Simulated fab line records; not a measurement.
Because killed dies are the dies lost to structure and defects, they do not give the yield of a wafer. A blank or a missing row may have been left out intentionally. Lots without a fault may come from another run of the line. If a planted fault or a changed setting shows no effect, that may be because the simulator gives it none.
Lot-split experiment | flow n5_finfet | route with 1938 steps; 7 lots, 21 wafers read

== THE SPLIT ==
At N5_BEOL_M8_ETCH_65 (etches SiARC in CF4, target depth 15.6 nm, time 26 s), the setting source_w was moved away from the recipe's 545 W on 7 of the 21 wafers read, by -13.0% to +8.6%. For the rest of the wafers, this setting stayed at what the recipe calls for.

Reading taken at the split's own step.

== THE READING ==
rf_vpp_V, in V, at N5_BEOL_M8_ETCH_65 (etches SiARC in CF4, target depth 15.6 nm, time 26 s). On this fab line, fault-free wafers typically give 184.3 V with a standard deviation of 1.1 V.

wafer  | tool, chamber at the split | source_w as run, W | against the recipe | rf_vpp_V, V | against lot-mates on the recipe
L074.1 | rie_diel-03, 3             | 545                | recipe             | 184.0       | -
L074.2 | rie_diel-03, 1             | 474.3              | -13.0%             | 193.1       | +9.1
L074.6 | rie_diel-03, 2             | 474.3              | -13.0%             | 193.6       | +9.6
L076.1 | rie_diel-03, 3             | 589                | +8.1%              | 179.5       | -5.6
L076.3 | rie_diel-03, 2             | 589                | +8.1%              | 179.3       | -5.8
L076.6 | rie_diel-03, 1             | 545                | recipe             | 185.1       | -
L078.3 | rie_diel-01, 0             | 545                | recipe             | 183.5       | -
L078.4 | rie_diel-01, 1             | 545                | recipe             | 185.9       | -
L078.6 | rie_diel-01, 2             | 545                | recipe             | 185.3       | -
L081.1 | rie_diel-01, 2             | 545                | recipe             | 186.2       | -
L081.2 | rie_diel-01, 0             | 545                | recipe             | 182.3       | -
L081.6 | rie_diel-01, 1             | 592                | +8.6%              | 177.8       | -6.4
L080.1 | rie_diel-03, 1             | 545                | recipe             | 184.6       | -
L080.3 | rie_diel-03, 3             | 545                | recipe             | 184.0       | -
L080.5 | rie_diel-03, 2             | 545                | recipe             | 185.0       | -
L088.2 | rie_diel-01, 3             | 545                | recipe             | 183.8       | -
L088.3 | rie_diel-01, 1             | 481.5              | -11.7%             | 192.8       | +10.2
L088.5 | rie_diel-01, 0             | 545                | recipe             | 181.3       | -
L097.2 | rie_diel-04, 0             | 545                | recipe             | 184.8       | -
L097.3 | rie_diel-04, 2             | 479.4              | -12.0%             | 193.4       | +8.8
L097.5 | rie_diel-04, 1             | 545                | recipe             | 184.4       | -

FIT RESULTS
A straight line over all 21 wafers: rf_vpp_V changes by -0.701 V for each +1% of source_w; r = -0.97; the points scatter about the line by 1.1 V.
The same after taking each lot's own level away (the mean of its wafers on the recipe; 21 wafers): -0.747 V for each +1%; r = -0.98; scatter 0.96 V.
Per that fit: largest source_w move, reading shift of 9.7 V.
The span of the lots' own levels, 182.55 to 185.10 V, comes to 2.3 times the standard deviation stated above.
Hence the lot-to-lot level has little effect on the slope; both slopes agree.
Check: +9.94 V against its lot-mates is what the line predicts for one of the wafers moved furthest among these (-13.0%) when that wafer is left out of the fit. It came out at +9.1 V against them.
Tool readings at the split's step, against how far the setting was moved: etch_rf_on_time_s r = -0.96; rf_vpp_V r = -0.97.

== THESE WAFERS: OTHER SPLITS ==
Before the reading, these wafers also passed through other splits. Each is held against what the fit with the lots' levels taken away leaves over:
other split on the same wafers    | wafers away from the commonest value | r with rf_vpp_V (lot level and that fit taken away)
N5_BEOL_M4_HM_DEP_02 target_thk_a | 6                                    | -0.22
N5_BEOL_M5_COAT_05 spin_rpm       | 11                                   | -0.01
N5_BEOL_M5_ETCH_72 bias_w         | 3                                    | +0.11
N5_BEOL_M6_TRENCH_ETCH_37 time_s  | 4                                    | -0.07
N5_BEOL_M7_PECVD_70 temp_c        | 9                                    | -0.13
N5_BEOL_M8_COAT_22 spin_rpm       | 11                                   | +0.28

== THE WHOLE CHAIN: every reading that the file lists as answering this split, in the file's order ==
step               | what it does                                         | reading           | change (the file's fit)              | r (the file's)
N5_BEOL_M8_ETCH_65 | etches SiARC in CF4, target depth 15.6 nm, time 26 s | etch_rf_on_time_s | withheld for each +1% of the setting | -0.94
N5_BEOL_M8_ETCH_65 | etches SiARC in CF4, target depth 15.6 nm, time 26 s | rf_vpp_V          | -0.762 V for each +1% of the setting | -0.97

== THE FILE'S OWN FIT ==
rf_vpp_V changes by -0.762 V for each +1% of source_w, r = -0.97.
